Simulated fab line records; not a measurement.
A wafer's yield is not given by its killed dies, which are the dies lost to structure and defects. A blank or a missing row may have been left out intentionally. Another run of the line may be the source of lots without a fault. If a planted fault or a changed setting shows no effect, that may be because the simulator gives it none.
Split-lot trial / flow n5_finfet / route with 1938 steps; 7 lots, 21 wafers read

THE SPLIT ITSELF
At N5_MIM_BOT_SPUTTER_00 (material TiN, target thk 35 nm, time 89.7 s), the setting time_s was moved away from the recipe's 89.7 s on 7 of the 21 wafers read, by -11.1% to +12.6%. For the rest of the wafers, this setting stayed at what the recipe calls for.

The reading is taken at the split's own step.

THE READING
TiN_of_MIM_BOT_SPUTTER_00.thk_nm (the simulator's own value, which no gauge read), in nm, at N5_MIM_BOT_SPUTTER_00 (material TiN, target thk 35 nm, time 89.7 s). No usual value for it is given in the file. Here, 14 wafers ran the recipe; their average is 35.4 nm with a standard deviation of 0.49 nm.

wafer=L079.4; tool, chamber at the split=pvd_sputter-01, -; time_s as run, s=89.7; against the recipe=recipe; TiN_of_MIM_BOT_SPUTTER_00.thk_nm, nm=35.8; against lot-mates on the recipe=-
wafer=L079.5; tool, chamber at the split=pvd_sputter-01, -; time_s as run, s=89.7; against the recipe=recipe; TiN_of_MIM_BOT_SPUTTER_00.thk_nm, nm=36.2; against lot-mates on the recipe=-
wafer=L079.6; tool, chamber at the split=pvd_sputter-01, -; time_s as run, s=89.7; against the recipe=recipe; TiN_of_MIM_BOT_SPUTTER_00.thk_nm, nm=35.4; against lot-mates on the recipe=-
wafer=L077.3; tool, chamber at the split=pvd_sputter-02, -; time_s as run, s=85.29; against the recipe=-4.9%; TiN_of_MIM_BOT_SPUTTER_00.thk_nm, nm=32.8; against lot-mates on the recipe=no lot-mate on the recipe
wafer=L077.5; tool, chamber at the split=pvd_sputter-02, -; time_s as run, s=85.29; against the recipe=-4.9%; TiN_of_MIM_BOT_SPUTTER_00.thk_nm, nm=32.2; against lot-mates on the recipe=no lot-mate on the recipe
wafer=L077.6; tool, chamber at the split=pvd_sputter-02, -; time_s as run, s=85.29; against the recipe=-4.9%; TiN_of_MIM_BOT_SPUTTER_00.thk_nm, nm=33.2; against lot-mates on the recipe=no lot-mate on the recipe
wafer=L080.4; tool, chamber at the split=pvd_sputter-01, -; time_s as run, s=89.7; against the recipe=recipe; TiN_of_MIM_BOT_SPUTTER_00.thk_nm, nm=35.4; against lot-mates on the recipe=-
wafer=L080.5; tool, chamber at the split=pvd_sputter-01, -; time_s as run, s=89.7; against the recipe=recipe; TiN_of_MIM_BOT_SPUTTER_00.thk_nm, nm=35.2; against lot-mates on the recipe=-
wafer=L080.6; tool, chamber at the split=pvd_sputter-01, -; time_s as run, s=89.7; against the recipe=recipe; TiN_of_MIM_BOT_SPUTTER_00.thk_nm, nm=35.6; against lot-mates on the recipe=-
wafer=L084.2; tool, chamber at the split=pvd_sputter-01, -; time_s as run, s=99.94; against the recipe=+11.4%; TiN_of_MIM_BOT_SPUTTER_00.thk_nm, nm=39.4; against lot-mates on the recipe=+4.0
wafer=L084.3; tool, chamber at the split=pvd_sputter-01, -; time_s as run, s=89.7; against the recipe=recipe; TiN_of_MIM_BOT_SPUTTER_00.thk_nm, nm=35.4; against lot-mates on the recipe=-
wafer=L084.6; tool, chamber at the split=pvd_sputter-01, -; time_s as run, s=99.94; against the recipe=+11.4%; TiN_of_MIM_BOT_SPUTTER_00.thk_nm, nm=38.8; against lot-mates on the recipe=+3.4
wafer=L085.2; tool, chamber at the split=pvd_sputter-03, -; time_s as run, s=89.7; against the recipe=recipe; TiN_of_MIM_BOT_SPUTTER_00.thk_nm, nm=35; against lot-mates on the recipe=-
wafer=L085.3; tool, chamber at the split=pvd_sputter-03, -; time_s as run, s=89.7; against the recipe=recipe; TiN_of_MIM_BOT_SPUTTER_00.thk_nm, nm=35.8; against lot-mates on the recipe=-
wafer=L085.5; tool, chamber at the split=pvd_sputter-03, -; time_s as run, s=89.7; against the recipe=recipe; TiN_of_MIM_BOT_SPUTTER_00.thk_nm, nm=35.6; against lot-mates on the recipe=-
wafer=L087.1; tool, chamber at the split=pvd_sputter-02, -; time_s as run, s=89.7; against the recipe=recipe; TiN_of_MIM_BOT_SPUTTER_00.thk_nm, nm=34.6; against lot-mates on the recipe=-
wafer=L087.3; tool, chamber at the split=pvd_sputter-02, -; time_s as run, s=89.7; against the recipe=recipe; TiN_of_MIM_BOT_SPUTTER_00.thk_nm, nm=35.8; against lot-mates on the recipe=-
wafer=L087.6; tool, chamber at the split=pvd_sputter-02, -; time_s as run, s=101; against the recipe=+12.6%; TiN_of_MIM_BOT_SPUTTER_00.thk_nm, nm=40.2; against lot-mates on the recipe=+5.0
wafer=L097.1; tool, chamber at the split=pvd_sputter-02, -; time_s as run, s=79.72; against the recipe=-11.1%; TiN_of_MIM_BOT_SPUTTER_00.thk_nm, nm=31.2; against lot-mates on the recipe=-4.0
wafer=L097.3; tool, chamber at the split=pvd_sputter-02, -; time_s as run, s=89.7; against the recipe=recipe; TiN_of_MIM_BOT_SPUTTER_00.thk_nm, nm=36; against lot-mates on the recipe=-
wafer=L097.5; tool, chamber at the split=pvd_sputter-02, -; time_s as run, s=89.7; against the recipe=recipe; TiN_of_MIM_BOT_SPUTTER_00.thk_nm, nm=34.4; against lot-mates on the recipe=-

THE FIT
A straight line over all 21 wafers: TiN_of_MIM_BOT_SPUTTER_00.thk_nm changes by +0.377 nm for each +1% of time_s; r = +0.97; the points scatter about the line by 0.58 nm.
The same after taking each lot's own level away (the mean of its wafers on the recipe; 18 wafers): +0.354 nm for each +1%; r = +0.97; scatter 0.46 nm.
On that fit, the largest move of time_s shifts the reading by 4.5 nm.
Measured against the standard deviation above, the lots' own levels, which go from 35.20 to 35.80 nm, span 1.2 times it.
The two slopes agree, so the slope changes little with the lot-to-lot level.
Check: for one of the wafers moved furthest among these (+12.6%), held out of the fit, the line's prediction against its lot-mates is +4.21 nm. Against them it came out at +5 nm.

ADDITIONAL SPLITS CARRIED BY THESE WAFERS
Note: prior to the reading, these wafers also went through further splits. Each is held against what the fit with the lots' levels taken away leaves over:
other split on the same wafers=N5_BEOL_M14_EXPOSE_25 dose_mj; wafers away from the commonest value=5; r with TiN_of_MIM_BOT_SPUTTER_00.thk_nm (lot level and that fit taken away)=-0.20
other split on the same wafers=N5_BEOL_M14_TRENCH_ETCH_34 bias_w; wafers away from the commonest value=6; r with TiN_of_MIM_BOT_SPUTTER_00.thk_nm (lot level and that fit taken away)=-0.27

THE FILE'S OWN FIT
TiN_of_MIM_BOT_SPUTTER_00.thk_nm changes by +0.363 nm for each +1% of time_s, r = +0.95.
